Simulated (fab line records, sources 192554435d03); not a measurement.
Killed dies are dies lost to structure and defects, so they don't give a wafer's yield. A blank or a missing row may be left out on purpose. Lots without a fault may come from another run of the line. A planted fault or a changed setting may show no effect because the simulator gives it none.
Which tool did it? | flow n5_finfet | 12 lots, 36 wafers sampled, at 2 steps of a route of 1938

WHAT THE GAUGES READ, wafer by wafer
N5_PMOS_HMC_CHANNEL_EPI_THK_MEAS_22.
lot  | measured    | on            | HMC_CMP_THK (nm)
L075 | day 2 02:07 | film_metro-02 | 53.9 54.2 54.1
L077 | day 2 14:50 | film_metro-01 | 54.4 53.3 53.4
L079 | day 3 01:51 | film_metro-02 | 53.7 54.0 54.7
L081 | day 3 13:34 | film_metro-01 | 53.2 54.9 53.9
L083 | day 4 04:53 | film_metro-02 | 53.4 55.0 55.0
L085 | day 4 13:45 | film_metro-01 | 54.1 53.7 54.3
L087 | day 5 01:41 | film_metro-01 | 53.8 53.5 54.5
L089 | day 5 13:58 | film_metro-01 | 53.6 53.4 53.4
L091 | day 6 01:29 | film_metro-02 | 54.4 53.7 53.6
L093 | day 6 13:40 | film_metro-02 | 53.4 53.8 53.6
L095 | day 7 02:44 | film_metro-02 | 54.0 54.0 54.0
L097 | day 7 14:14 | film_metro-02 | 53.8 54.4 54.0

WHICH TOOL RAN EACH LOT (tool, then ch and the chambers of the sampled wafers, then the start)
lot  | N5_PMOS_HMC_CHANNEL_EPI_FIN_RECESS_16
L075 | rie_si-05 ch 0,1, day 1 23:49
L077 | rie_si-03 ch 0,1, day 2 13:01
L079 | rie_si-04 ch 1,2,3, day 3 00:02
L081 | rie_si-04 ch 2,3, day 3 11:45
L083 | rie_si-04 ch 2,3, day 4 03:04
L085 | rie_si-03 ch 1,2, day 4 11:56
L087 | rie_si-03 ch 1,2,3, day 4 23:53
L089 | rie_si-04 ch 2,3, day 5 11:46
L091 | rie_si-04 ch 0,1,3, day 5 23:41
L093 | rie_si-04 ch 1,2, day 6 11:51
L095 | rie_si-05 ch 0,3, day 7 00:31
L097 | rie_si-03 ch 1,2, day 7 12:01
- N5_PMOS_HMC_CHANNEL_EPI_FIN_RECESS_16: chemistry HBr/Cl2, target Si, target depth 54 nm, time 18 s.

THE ANSWER, worked out from the rows above alone
Rule: what is usual is taken from the lots themselves. Put in order of their means at a reading, lots are off if they are a third of the lots or fewer, leave a main group of 4 or more, and stand apart from it by a gap of 3 or more times the standard deviation of the main group's means; of several such gaps the widest counts. A main group whose means are all the same, to the digits that the tables above print for the reading, isn't used. A lot without any number at a reading at which 4 lots or more have one is off too. The other lots that the step has rows for count as sound.
No lot is off at any reading shown: from this, nothing can be told.

WHAT THE SIMULATOR HAD PUT IN
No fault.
